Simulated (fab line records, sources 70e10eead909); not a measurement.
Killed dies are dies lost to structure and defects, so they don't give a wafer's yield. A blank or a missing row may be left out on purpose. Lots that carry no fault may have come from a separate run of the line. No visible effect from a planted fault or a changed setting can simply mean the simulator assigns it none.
Matching of chambers	flow nand_harc	NHARC_A_STAIRCASE_CMP_450 on cmp-02 has 4 sister chambers
The step polishes SiO2, target thk 200 nm. 8 wafers are shown with their chamber, then 9 later ones without.

== WAFERS PAIRED WITH THEIR CHAMBERS ==
wafer	chamber	motor_current_A (A)	slurry_filter_dp_kPa (kPa)
L081.5	2	12.2	13.30
L090.2	2	13.2	13.36
L089.1	0	12.8	13.47
L089.4	1	13.1	13.96
L089.5	3	12.9	13.41
L092.3	3	12.8	13.41
L092.5	1	12.5	13.26
L092.6	0	11.7	13.59

== WAFERS MISSING THEIR CHAMBER ==
wafer	motor_current_A (A)	slurry_filter_dp_kPa (kPa)
L093.2	12.0	13.33
L093.4	12.4	13.63
L093.5	12.0	13.45
L096.3	12.5	13.77
L096.5	12.3	13.55
L096.6	12.7	13.57
L097.1	11.8	13.31
L097.5	12.4	13.50
L097.6	12.3	13.63

== WHICH CHAMBER EACH WENT THROUGH ==
wafer	from the rows above	in truth
L093.2	can't be placed: 0 or 2 or 3 or 1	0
L093.4	can't be placed: 0 or 1 or 3 or 2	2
L093.5	can't be placed: 0 or 2 or 3 or 1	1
L096.3	can't be placed: 1 or 0 or 3 or 2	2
L096.5	can't be placed: 0 or 1 or 3 or 2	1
L096.6	can't be placed: 1 or 3 or 0 or 2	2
L097.1	can't be placed: 0 or 2 or 3 or 1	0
L097.5	can't be placed: 0 or 1 or 2 or 3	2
L097.6	can't be placed: 0 or 1 or 3 or 2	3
Correct placement for 0 of the 9. From these rows, 9 cannot be placed; in 9 the true chamber is one of the candidates. 0 placed wrongly.
How it was worked out, from the rows above alone: a wafer's distance from a chamber is the root of the sum, over the readings, of the square of ((its reading less the chamber's mean) divided by the reading's scatter). The wafer belongs to the nearest chamber; if the next one is less than 2 further off, it can't be placed. Each chamber's mean is taken over the wafers shown for it. The scatter is the square root of a quotient: the sum, over the shown wafers, of each reading's squared deviation from its chamber's mean, divided by wafers minus chambers.
